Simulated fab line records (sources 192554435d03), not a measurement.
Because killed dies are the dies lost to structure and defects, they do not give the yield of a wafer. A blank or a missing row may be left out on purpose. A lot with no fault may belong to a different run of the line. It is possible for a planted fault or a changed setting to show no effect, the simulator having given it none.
Struck lot and sound lot, side by side || flow n5Finfet || 16 out of 1938 route steps
Sound: these wafers, L168.1, L168.4, L168.6. Struck: wafer L187.5. (L187.4 of the same lot was not struck and is left out.) The cause comes at the end.
Per side, at each step with rows, come the tool, then ch with its chambers, and then its first start. Under that, the readings that differ: sound wafers || struck wafers || difference of the means || sigmas: that difference in standard deviations of wafers without a fault.
alike: a reading whose means differ by less than 2 such deviations, as well as words and numbers matching on both sides. not compared: withheld readings; readings where some wafer has no value; bounds like >300 that might hide an equal value; numbers whose values overlap and for which the record gives no deviation.
A row with sigmas, a row that says differs or no value, or rows on one side alone: a step with any of these is where the two part. Numbers that have no deviation but don't overlap get no sigmas and don't part them. Lack of a reading on every wafer of one side parts them only where that side has two or more wafers.

first, 1 step without rows for these wafers: N5_BEOL_M1_SPUTTER_92 (material Cu, target thk 4.5 nm, time 8.29 s).
N5_BEOL_M1_ANNEAL_93: time 240 s.
  struck on pvdSputter-03, day 12 05:17; sound on pvdSputter-02, day 7 04:44
  alike: heaterPowerW
then, 1 step without rows for these wafers: N5_BEOL_M1_SPUTTER_94 (material Cu, target thk 4.5 nm, time 8.29 s).
N5_BEOL_M1_ANNEAL_95: time 240 s.
  struck on pvdSputter-03, day 12 05:31; sound on pvdSputter-02, day 7 04:58
  alike: heaterPowerW
N5_BEOL_M1_SPUTTER_96: material Cu, target thk 4.5 nm, time 8.29 s.
  struck on pvdSputter-03, day 12 05:39; sound on pvdSputter-02, day 7 05:06
  alike: throttleValvePct
then, 1 step without rows for these wafers: N5_BEOL_M1_ECD_50 (material Cu, target thk 300 nm).
N5_BEOL_M1_ANNEAL_51: time 90 s.
  sound on rtpAnneal-01 ch 0, day 7 05:18; struck on rtpAnneal-01 ch 0, day 12 05:59
  alike: wafer_temp_C_max
then, 1 step without rows for these wafers: N5_BEOL_M1_CMP_52 (polishes, stops on SiOC, t overpolish 6.8 s, target thk 40 nm).
N5_BEOL_M1_THK_MEAS_53: measures by xrf.
  struck on filmMetro-01, day 12 06:26; sound on filmMetro-02, day 7 05:53
{"reading": "M1_THK (nm)", "sound": "36.6 37.9 37.1", "struck": 41.9, "difference": "+4.7", "sigmas": "+3"}
N5_BEOL_M1_PRE_CLEAN_60: time 15 s.
  sound on cvdCo-01 ch 0,2, day 7 05:56; struck on cvdCo-01 ch 0, day 12 06:29
  alike: heaterPowerW
  not compared: sinceWetCleanH
then, 2 steps without rows for these wafers: N5_BEOL_M1_CO_CAP_55 (material Co, precursor CCTBA/H2, target thk 2 nm, time 102.1 s); N5_BEOL_M1_PRE_CLEAN_56 (time 15 s).
N5_BEOL_M1_DEP_57: deposits SiCN from 3MS/NH3, target thk 8 nm, time 14 s.
  sound on pecvd-01 ch 1,2, day 7 06:05; struck on pecvd-03 ch 2, day 12 06:39
{"reading": "model.SiCN_of_BEOL_M1_DEP_57.thkNm (nm)", "sound": "8 8.2 8", "struck": 8.4, "difference": "+0.3", "sigmas": ""}
  alike: showerheadPlenumPTorr, throttleValvePct
  not compared: sinceWetCleanH
N5_BEOL_M1_RS_MEAS_58: measurement is done with a four-point probe.
  struck on filmMetro-01, day 12 06:42; sound on filmMetro-02, day 7 06:10
{"reading": "M1_RS (ohm/sq)", "sound": "0.73 0.70 0.72", "struck": 0.61, "difference": -0.11, "sigmas": -4}
-- a jump in the record: the struck wafers' starts before and after are 3 days apart (it breaks off in module BEOL_M1 and resumes in module BEOL_M4, where the first step shown is number 1111 of the route) --
N5_BEOL_M4_RC_MEAS_101:
  sound on prober-01 ch 0, day 9 22:32; struck on prober-02 ch 0, day 15 04:16
{"reading": "DIBL_P (mV/V)", "sound": "35.2 32.7 34.4", "struck": 37.1, "difference": "+3.0", "sigmas": "+2"}
  alike: DIBL_N, IOFF_N, IOFF_P, ION_N, ION_P, SS_N, SS_P, VT_N, VT_P
N5_PASSIVATION_PROBE_49:
  rows exist in the record for the sound wafers here (prober-01, day 14 14:05), none for the struck ones

WHERE THEY PART
Earliest at N5_BEOL_M1_THK_MEAS_53; latest, in this record, at N5_PASSIVATION_PROBE_49.

WHY: the cause the simulator had injected
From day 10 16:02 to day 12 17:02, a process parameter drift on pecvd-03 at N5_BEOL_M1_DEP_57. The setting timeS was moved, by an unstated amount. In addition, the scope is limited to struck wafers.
